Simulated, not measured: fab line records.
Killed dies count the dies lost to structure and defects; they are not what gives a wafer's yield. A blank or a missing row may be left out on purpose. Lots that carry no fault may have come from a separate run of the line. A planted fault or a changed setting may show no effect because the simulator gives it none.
Which of the tools did it? | flow nand-harc | 12 lots with 36 wafers sampled at 4 steps, on a route of 1302 steps

WHAT THE GAUGES READ, wafer by wafer
NHARC_P_GATE_CD_MEAS_26: the cd target is 120 nm.
lot  | measured     | on        | cd-nm (nm)
L075 | day 5 12:20  | cd-sem-01 | 119.8 119.0 119.4
L077 | day 6 11:10  | cd-sem-03 | 120.2 120.2 119.8
L079 | day 7 06:29  | cd-sem-02 | 119.9 118.9 119.3
L081 | day 7 18:47  | cd-sem-01 | 119.1 120.1 119.1
L083 | day 8 21:19  | cd-sem-03 | 120.5 120.9 120.4
L085 | day 9 13:04  | cd-sem-03 | 120.3 120.3 119.8
L087 | day 10 23:27 | cd-sem-02 | 120.7 121.1 121.2
L089 | day 11 19:28 | cd-sem-03 | 119.1 119.3 120.0
L091 | day 12 05:41 | cd-sem-03 | 119.1 119.3 118.6
L093 | day 13 04:50 | cd-sem-01 | 119.0 119.8 120.4
L095 | day 13 22:58 | cd-sem-01 | 119.7 120.0 120.6
L097 | day 14 13:12 | cd-sem-03 | 120.5 119.4 119.2

WHICH TOOL RAN EACH LOT (tool, then ch and the chambers of the sampled wafers, then the start)
lot  | NHARC_P_STI_ETCH_15              | NHARC_P_GATE_DESCUM_13             | NHARC_P_GATE_DEP_103
L075 | rie-si-03 ch 1,2, day 3 07:13    | rie-diel-13 ch 0,1,2, day 4 22:00  | pecvd-02 ch 0,1, day 5 11:40
L077 | rie-si-03 ch 1,2, day 4 05:13    | rie-diel-09 ch 1,3, day 5 20:56    | pecvd-02 ch 0,1, day 6 10:29
L079 | rie-si-03 ch 0,1,3, day 4 22:24  | rie-diel-10 ch 1,2,3, day 6 12:34  | pecvd-04 ch 0,1,2, day 7 05:49
L081 | rie-si-05 ch 0,2, day 5 18:13    | rie-diel-10 ch 0,1,2, day 7 04:19  | pecvd-01 ch 0,1, day 7 18:07
L083 | rie-si-03 ch 1,2,3, day 6 14:18  | rie-diel-10 ch 0,3, day 8 06:11    | pecvd-02 ch 0,1,2, day 8 20:43
L085 | rie-si-03 ch 1,2,3, day 7 09:55  | rie-diel-09 ch 0,1,3, day 8 19:54  | pecvd-04 ch 0,2, day 9 12:23
L087 | rie-si-01 ch 0,3, day 8 07:04    | rie-diel-09 ch 0,1,2, day 10 09:17 | pecvd-04 ch 1,2, day 10 22:54
L089 | rie-si-05 ch 0,1,3, day 9 05:53  | rie-diel-10 ch 1,2,3, day 11 02:27 | pecvd-04 ch 1,2, day 11 18:47
L091 | rie-si-03 ch 0,3, day 9 20:24    | rie-diel-09 ch 0,1,2, day 11 15:08 | pecvd-02 ch 0,2, day 12 05:03
L093 | rie-si-01 ch 2,3, day 10 23:37   | rie-diel-10 ch 0,2, day 12 14:44   | pecvd-04 ch 0,2, day 13 04:13
L095 | rie-si-05 ch 0,2,3, day 11 14:01 | rie-diel-13 ch 0,2,3, day 13 08:07 | pecvd-02 ch 0,1,2, day 13 22:17
L097 | rie-si-01 ch 1,2,3, day 12 10:14 | rie-diel-10 ch 0,1,2, day 13 21:43 | pecvd-01 ch 0,1,2, day 14 12:32
- NHARC_P_STI_ETCH_15: etches the open film in HBr/Cl2, target depth 300 nm, time 100.1 s.
- NHARC_P_GATE_DESCUM_13: chemistry O2, time 3 s.
- NHARC_P_GATE_DEP_103: deposits SiON, target thk 30 nm.

THE ANSWER, worked out from the rows above alone
Rule: usual is defined by the lots themselves. Put in order of their means at a reading, lots are off if they are a third of the lots or fewer, leave a main group of 4 or more, and stand apart from it by a gap of 3 or more times the standard deviation of the main group's means; of several such gaps the widest counts. A main group whose means are all the same, to the digits that the tables above print for the reading, isn't used. Also off: a lot with no number at a reading for which 4 or more lots have one. All remaining lots with rows at the step are treated as sound.
No lot is off at any reading shown: from this, nothing can be told.

WHAT THE SIMULATOR HAD PUT IN
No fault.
